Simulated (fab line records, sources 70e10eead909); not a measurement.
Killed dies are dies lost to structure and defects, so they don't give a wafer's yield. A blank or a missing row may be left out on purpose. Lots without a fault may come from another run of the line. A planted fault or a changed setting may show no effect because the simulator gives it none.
fab line records | flow nand_harc
record lots=13 wafers=39 last_day=24
route steps=1159 shown A_BONDPAD@1059
lots that met no fault: from a run of the same line without faults
start_h: hours from the record's first day to the start of the lot's first wafer shown | wait_h: hours since the lot's step before | " the same as in the row above | L1.1+2: a row that stands for several wafers | - no value, or no start given | * or withheld: withheld | < > ~ a bound
route shown NAME@n: a module of which the file shows steps, and the number in the route of the first | usual: mean/standard deviation of fault-free wafers | same: alike in all rows | chamber/n: place in a boat | sites: the reading at each site | _std_site: their standard deviation | _edge_site: outer sites' mean less inner sites' | radius_mm: how far each site lies from the wafer's centre | mask NAME#n: copy n | behind: the tool/chamber that last shaped the wafer | hold: why the lot was held/for how many hours/how that ended | device: the transistor (n, p or np) that didn't switch | end of line: the same wafers' tests at the end of the route | a step without rows: its recipe alone | killed: dies lost to structure and defects at the first sort, not the wafer's yield | map: a wafer's dies, x killed, . not, _ none there
set.NAME: the setting as run; set.NAME@STEP: as run at that earlier step | model.NAME: the simulator's own value behind a step, which no gauge read
steps of the route over a sample of lots; a table a step, a row a wafer
services: from which hour (start_h, from the record's first day; less than 0 if before it) a tool's chamber was out of use, for how many hours, and why
## steps
# step NHARC_A_BONDPAD_DEP_00
# recipe target_thk_a=2500 temp_c=370 target_thk_nm=250 pressure_torr=3 flow_sccm=200 rf_w=450 material=SiCN
# usual heater_power_w=566/40 rf_fwd_power_W=448.9/1.5
# columns lot.wafer tool chamber start_h wait_h heater_power_w rf_fwd_power_W
L353.3 pecvd-01 0 400.50 - 572 451.0
L353.1 " 1 " " 620 449.0
L353.2 " 2 " " 634 449.7
L354.2 pecvd-04 0 409.32 - 544 448.4
L354.1 " 1 " " 505 449.2
L354.4 " 2 " " 578 449.2
L356.3 pecvd-04 1 414.20 - 585 449.4
L356.6 " 1 " " 593 449.6
L356.4 " 2 " " 572 449.5
L355.3 pecvd-04 0 414.95 - 541 446.9
L355.1 " 1 " " 521 448.9
L355.6 " 0 " " 561 448.4
L358.2 pecvd-01 2 436.46 - 532 448.1
L358.4 " 1 " " 619 452.1
L358.6 " 2 " " 533 449.5
L357.3 pecvd-01 0 439.71 - 566 447.8
L357.2 " 1 " " 603 450.1
L357.6 " 0 " " 574 447.4
L359.1 pecvd-04 1 449.04 - 517 447.0
L359.6 " 0 " " 476 452.4
L359.4 " 1 " " 520 447.2
L362.3 pecvd-03 0 467.82 - 546 448.0
L362.1 " 2 " " 559 447.6
L362.6 " 0 " " 552 448.4
L370.2 pecvd-01 1 509.99 - 622 445.3
L370.6 " 2 " " 624 448.5
L370.4 " 0 " " 562 450.3
L373.4 pecvd-04 1 511.30 - 601 449.3
L373.6 " 2 " " 595 452.0
L373.5 " 0 " " 517 450.2
L375.6 pecvd-03 2 530.92 - 603 446.7
L375.5 " 0 " " 530 447.7
L375.4 " 1 " " 520 447.4
L376.1 pecvd-04 2 535.95 - 551 449.3
L376.4 " 1 " " 580 447.9
L376.6 " 2 " " 583 452.8
L374.1 pecvd-03 1 543.94 - 576 447.8
L374.2 " 2 " " 620 449.3
L374.5 " 1 " " 461 449.5
# step NHARC_A_BONDPAD_ETCH_12
# recipe target_depth_a=2200 time_s=110 chf3_flow_sccm=50 o2_flow_sccm=10 ar_flow_sccm=200 rf_w=500 bias_w=200 chemistry=CHF3/O2
# usual drypump_motor_current_A=5.68/0.29 oes_product_au=0.944/0.025 rf_fwd_power_W=497.4/1.6 rf_vpp_V=370.9/2.2 showerhead_plenum_p_Torr=2.41/0.094 throttle_valve_pct=20.572/0.0091
# columns lot.wafer tool chamber start_h wait_h drypump_motor_current_A oes_product_au rf_fwd_power_W rf_hours_counter_h rf_vpp_V showerhead_plenum_p_Torr throttle_valve_pct
L353.2 rie_diel-07 3 - - 5.40 0.976 497.1 5 369.1 2.33 20.570
L353.1 " 0 " " 5.92 0.948 496.4 5 371.6 2.47 20.562
L353.3 " 1 " " 5.52 0.951 494.6 5 370.4 2.40 20.585
L354.2 rie_diel-11 2 - - 6.07 0.917 496.2 16 367.5 2.24 20.580
L354.4 " 3 " " 5.33 0.919 495.8 14 367.2 2.26 20.573
L354.1 " 0 " " 6.84 0.912 496.6 13 374.2 2.57 20.577
L356.3 rie_diel-10 0 - - 5.71 0.935 497.5 12 369.5 2.36 20.572
L356.4 " 1 " " 5.30 0.949 498.8 12 365.6 2.23 20.555
L356.6 " 3 " " 5.21 0.942 497.3 - 369.3 2.34 20.576
L355.3 rie_diel-07 2 - - 5.97 0.962 499.4 0 372.4 2.54 20.566
L355.1 " 0 " " 5.89 0.993 495.6 0 372.0 2.47 20.559
L355.6 " 2 " " 5.99 0.969 498.5 - 373.3 2.54 20.567
L358.2 rie_diel-07 3 - - 5.43 0.956 498.9 1 368.3 2.33 20.583
L358.4 " 2 " " 5.95 0.980 498.8 1 375.5 2.54 20.571
L358.6 " 0 " " 5.89 0.976 496.4 - 372.8 2.47 20.547
L357.2 rie_diel-07 1 - - 5.50 0.923 497.2 1 370.8 2.40 20.560
L357.3 " 2 " " 6.00 0.948 497.1 1 374.3 2.54 20.566
L357.6 " 0 " " 5.86 0.946 494.5 - 373.3 2.47 20.579
L359.1 rie_diel-10 2 - - 6.07 0.903 497.7 19 371.9 2.53 20.576
L359.4 " 3 " " 5.21 0.928 496.2 19 368.9 2.34 20.584
L359.6 " 1 " " 5.28 0.946 497.7 - 365.6 2.23 20.566
L362.3 rie_diel-07 2 - - 5.96 0.964 498.7 2 374.1 2.54 20.555
L362.1 " 3 " " 5.43 0.934 497.6 2 369.0 2.33 20.568
L362.6 " 3 " " 5.41 0.948 495.8 - 367.2 2.33 20.549
L370.2 rie_diel-07 2 - - 6.03 0.923 497.7 4 371.8 2.53 20.567
L370.4 " 3 " " 5.42 0.930 497.4 4 370.6 2.33 20.572
L370.6 " 3 " " 5.41 0.923 498.4 - 368.4 2.33 20.569
L373.4 rie_diel-10 3 - - 5.23 0.934 500.0 34 368.6 2.33 20.561
L373.6 " 3 " " 5.22 0.938 499.4 - 369.9 2.33 20.573
L373.5 " 0 " " 5.76 0.934 496.0 - 370.7 2.35 20.571
L375.4 rie_diel-07 1 - - 5.53 0.948 496.2 5 369.3 2.40 20.562
L375.5 " 1 " " 5.52 0.937 497.1 - 370.9 2.40 20.572
L375.6 " 2 " " 5.98 0.941 498.2 - 372.7 2.53 20.563
L376.4 rie_diel-07 3 - - 5.45 0.908 495.8 5 369.9 2.33 20.586
L376.1 " 2 " " 6.00 0.927 497.0 5 374.2 2.53 20.578
L376.6 " 3 " " 5.41 0.906 498.3 - 369.7 2.33 20.579
L374.1 rie_diel-07 0 - - 5.87 0.928 495.5 5 372.4 2.46 20.569
L374.2 " 3 " " 5.43 0.911 497.2 5 369.0 2.33 20.568
L374.5 " 0 " " 5.87 0.939 494.5 - 372.6 2.46 20.580
# step NHARC_A_BONDPAD_ETCH_24
# recipe target_depth_a=300 over_etch_frac=0.3 time_s=72.99 ion_energy_ev=150 cf4_flow_sccm=50 n2_flow_sccm=100 ar_flow_sccm=150 rf_w=300 bias_w=100 chemistry=CF4/N2
# usual cf4_flow_sccm=49.98/0.15 drypump_motor_current_A=5.7/0.35 n2_flow_sccm=100.0/0.31 oes_product_au=0.994/0.015 rf_fwd_power_W=297.7/1.2 rf_vpp_V=314.3/2 showerhead_plenum_p_Torr=2.63/0.11 throttle_valve_pct=19.793/0.0098
# columns lot.wafer tool chamber start_h wait_h cf4_flow_sccm drypump_motor_current_A n2_flow_sccm oes_product_au rf_fwd_power_W rf_hours_counter_h rf_vpp_V showerhead_plenum_p_Torr throttle_valve_pct
L353.1 rie_diel-11 2 402.37 - 50.18 6.1 100.6 1.007 296.9 10 310.7 2.45 19.807
L353.3 " 3 " " 49.86 5.3 99.4 0.995 297.4 9 311.7 2.48 19.790
L353.2 " 0 " " 49.85 6.8 100.0 0.991 296.6 8 316.2 2.81 19.808
L354.4 rie_diel-11 0 411.57 - 49.94 6.9 99.9 0.979 294.8 13 317.8 2.81 19.807
L354.1 " 2 " " 49.91 6.1 100.0 0.998 297.5 16 311.0 2.45 19.786
L354.2 " 3 " " 49.99 5.3 99.8 0.985 297.3 14 312.9 2.47 19.792
L356.4 rie_diel-11 0 416.07 - 49.85 6.8 99.6 0.978 295.6 15 317.1 2.81 19.791
L356.3 " 1 " " 49.96 5.5 100.4 0.996 296.6 17 312.0 2.45 19.793
L356.6 " 0 " " 49.60 6.8 99.8 0.986 294.8 - 317.0 2.81 19.793
L355.1 rie_diel-10 3 416.96 0.1 50.18 5.2 99.8 1.018 296.3 13 312.9 2.56 19.805
L355.3 " 2 " " 50.28 6.1 99.3 0.978 298.4 13 316.6 2.76 19.810
L355.6 " 0 " " 49.73 5.7 100.3 1.013 297.3 - 313.3 2.58 19.792
L358.2 rie_diel-07 1 438.72 - 49.93 5.5 99.9 0.983 297.2 1 313.2 2.63 19.788
L358.4 " 2 " " 50.08 6.0 100.1 1.006 299.3 1 316.3 2.77 19.800
L358.6 " 0 " " 49.79 5.9 99.7 1.011 296.1 - 314.9 2.70 19.792
L357.2 rie_diel-07 3 441.72 - 50.16 5.4 99.8 0.978 299.8 1 313.3 2.55 19.780
L357.3 " 0 " " 49.99 5.9 100.6 1.012 296.8 1 316.6 2.70 19.799
L357.6 " 1 " " 50.03 5.5 99.8 0.973 298.2 - 313.4 2.63 19.793
L359.1 rie_diel-07 2 450.86 - 49.83 6.0 99.8 0.999 298.3 1 317.0 2.77 19.788
L359.4 " 0 " " 49.82 5.9 99.7 0.785 297.9 1 314.8 2.70 19.813
L359.6 " 2 " " 49.95 6.0 99.6 1.007 299.0 - 316.3 2.77 19.795
L362.1 rie_diel-07 0 469.83 - 49.87 5.9 99.6 0.781 296.2 2 314.4 2.69 19.792
L362.3 " 3 " " 50.24 5.4 100.0 0.978 299.2 2 314.4 2.55 19.792
L362.6 " 0 " " 49.91 5.9 99.7 0.783 296.7 - 314.1 2.70 19.795
L370.2 rie_diel-10 0 512.02 - 50.09 5.7 99.7 0.999 297.7 35 313.1 2.57 19.789
L370.4 " 2 " " 50.13 6.1 100.2 0.970 296.3 33 315.8 2.76 19.807
L370.6 " 1 " " 50.03 5.3 100.1 1.032 298.4 - 310.5 2.43 19.771
L373.4 rie_diel-10 3 513.15 - 49.78 5.2 100.2 1.013 297.6 34 313.8 2.55 19.782
L373.6 " 3 " " 49.74 5.2 100.0 1.015 296.8 - 313.0 2.55 19.801
L373.5 " 0 " " 50.17 5.8 100.0 1.002 297.8 - 313.7 2.57 19.784
L375.4 rie_diel-07 1 532.78 - 50.08 5.5 99.4 0.976 298.5 5 313.6 2.63 19.809
L375.6 " 2 " " 49.72 6.0 99.8 0.998 298.8 - 317.8 2.77 19.800
L375.5 " 3 " " 50.11 5.4 100.0 0.982 298.2 - 312.7 2.55 19.786
L376.4 rie_diel-07 3 537.90 - 50.10 5.4 99.4 0.997 298.9 5 314.4 2.55 19.793
L376.1 " 2 " " 49.98 6.0 100.1 0.994 299.3 5 316.6 2.77 19.780
L376.6 " 3 " " 49.95 5.5 99.5 0.993 298.2 - 313.7 2.55 19.783
L374.1 rie_diel-07 0 545.87 - 50.23 5.9 99.5 0.996 295.0 5 315.0 2.69 19.786
L374.2 " 2 " " 49.82 6.0 100.3 0.991 299.5 5 314.9 2.77 19.804
L374.5 " 0 " " 49.97 5.8 99.7 1.008 295.7 - 315.7 2.69 19.799
# step NHARC_A_BONDPAD_PVD_17
# recipe target_thk_a=50 bias_v=168.6 power_w=15000 chamber_pressure_pa=0.12 time_s=8.06 substrate_temp_c=50 material=TaN
# usual bias_v=168.3/1.7 chamber_pressure_pa=0.11995/0.00024 throttle_valve_pct=30.0/0.91
# columns lot.wafer tool chamber start_h wait_h bias_v chamber_pressure_pa throttle_valve_pct
L353.1 pvd_sputter-01 - - - 168.6 0.12059 30.5
L353.3 " - " " 169.9 0.12006 27.8
L353.2 " - " " 167.2 0.12033 29.7
L354.4 pvd_sputter-02 - - - 169.1 0.11998 31.1
L354.1 " - " " 169.9 0.11991 29.7
L354.2 " - " " 166.4 0.11981 29.6
L356.4 pvd_sputter-02 - - - 165.3 0.12005 29.5
L356.3 " - " " 169.4 0.12013 29.6
L356.6 " - " " 168.3 0.11974 31.1
L355.3 pvd_sputter-03 - - - 168.6 0.11949 30.2
L355.1 " - " " 167.9 0.11991 30.9
L355.6 " - " " 166.2 0.12001 30.0
L358.2 pvd_sputter-01 - - - 165.8 0.11999 29.6
L358.4 " - " " 169.3 0.12046 30.4
L358.6 " - " " 167.3 0.12019 29.7
L357.3 pvd_sputter-02 - - - 169.5 0.12001 30.9
L357.2 " - " " 170.5 0.11994 29.6
L357.6 " - " " 171.4 0.11987 29.5
L359.1 pvd_sputter-03 - - - 166.9 0.11972 31.4
L359.4 " - " " 168.5 0.12001 30.4
L359.6 " - " " 168.6 0.11985 31.9
L362.1 pvd_sputter-02 - - - 172.8 0.11997 31.2
L362.3 " - " " 167.2 0.11956 29.7
L362.6 " - " " 171.5 0.11992 31.1
L370.2 pvd_sputter-02 - - - 164.5 0.12015 29.3
L370.4 " - " " 166.7 0.11998 30.5
L370.6 " - " " 166.2 0.11997 29.5
L373.4 pvd_sputter-02 - - - 170.4 0.12035 31.3
L373.6 " - " " 168.1 0.12017 29.6
L373.5 " - " " 169.9 0.11978 30.9
L375.4 pvd_sputter-01 - - - 167.7 0.11998 30.3
L375.6 " - " " 171.3 0.11993 29.3
L375.5 " - " " 167.0 0.12017 29.5
L376.1 pvd_sputter-03 - - - 169.3 0.11973 31.3
L376.4 " - " " 168.8 0.11989 31.1
L376.6 " - " " 166.0 0.12003 31.2
L374.2 pvd_sputter-01 - - - 167.7 0.12001 28.1
L374.1 " - " " 167.1 0.12008 30.1
L374.5 " - " " 166.9 0.12029 30.1
## services
# columns tool chamber start_h hours kind
rie_diel-07 0 384.20 - clean
rie_diel-07 1 384.20 - clean
rie_diel-07 2 384.20 - clean
rie_diel-07 3 384.20 - clean
pvd_sputter-02 - 392.00 10.0 pm
rie_diel-07 3 403.06 4.8 repair
rie_diel-07 - 405.20 9.0 pm
rie_diel-07 0 405.20 9.0 vent_cycle
rie_diel-07 1 405.20 9.0 vent_cycle
rie_diel-07 2 405.20 9.0 vent_cycle
rie_diel-07 0 414.20 - clean
rie_diel-07 1 414.20 - clean
rie_diel-10 1 416.03 3.8 repair
rie_diel-11 0 416.98 5.5 repair
pecvd-01 - 418.23 13.0 pm
pecvd-03 - 438.89 20.5 repair
rie_diel-11 0 439.12 16.0 repair
pecvd-04 2 452.47 4.2 repair
pvd_sputter-03 - 458.00 10.0 pm
pecvd-03 2 468.50 11.4 repair
pecvd-03 - 473.64 13.0 pm
pvd_sputter-01 - 514.02 10.0 pm
rie_diel-10 - 530.50 9.0 pm
rie_diel-11 - 545.23 9.0 pm
## key
first_sign step=NHARC_A_BONDPAD_ETCH_24 reading=oes_product_au direction=down sigmas=14 usual=0.994 struck=0.783
effect none on later readings
met_at NHARC_A_BONDPAD_ETCH_24
struck_lots L359,L362
struck_wafers L359.4,L362.1,L362.6
later_rows_left_out L359.4,L362.1,L362.6
sort_left_out L359.4,L362.1,L362.6
not_acting_at NHARC_A_BONDPAD_DEP_00,NHARC_A_BONDPAD_ETCH_12,NHARC_A_BONDPAD_PVD_17
onset_between 441.72 450.86
fault kind=process_parameter_drift tool=rie_diel-07 chamber=0 onset_h=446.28 steps=NHARC_A_BONDPAD_ETCH_24 channel=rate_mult offset=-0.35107 shape=step end_h=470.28
# sort_left_out: the simulated sort isn't trusted on such a fault, so these wafers' sort isn't shown, and their yield isn't known
# later_rows_left_out: the simulator's readings of these wafers behind a module that went badly wrong aren't trusted and aren't shown, but for the sort
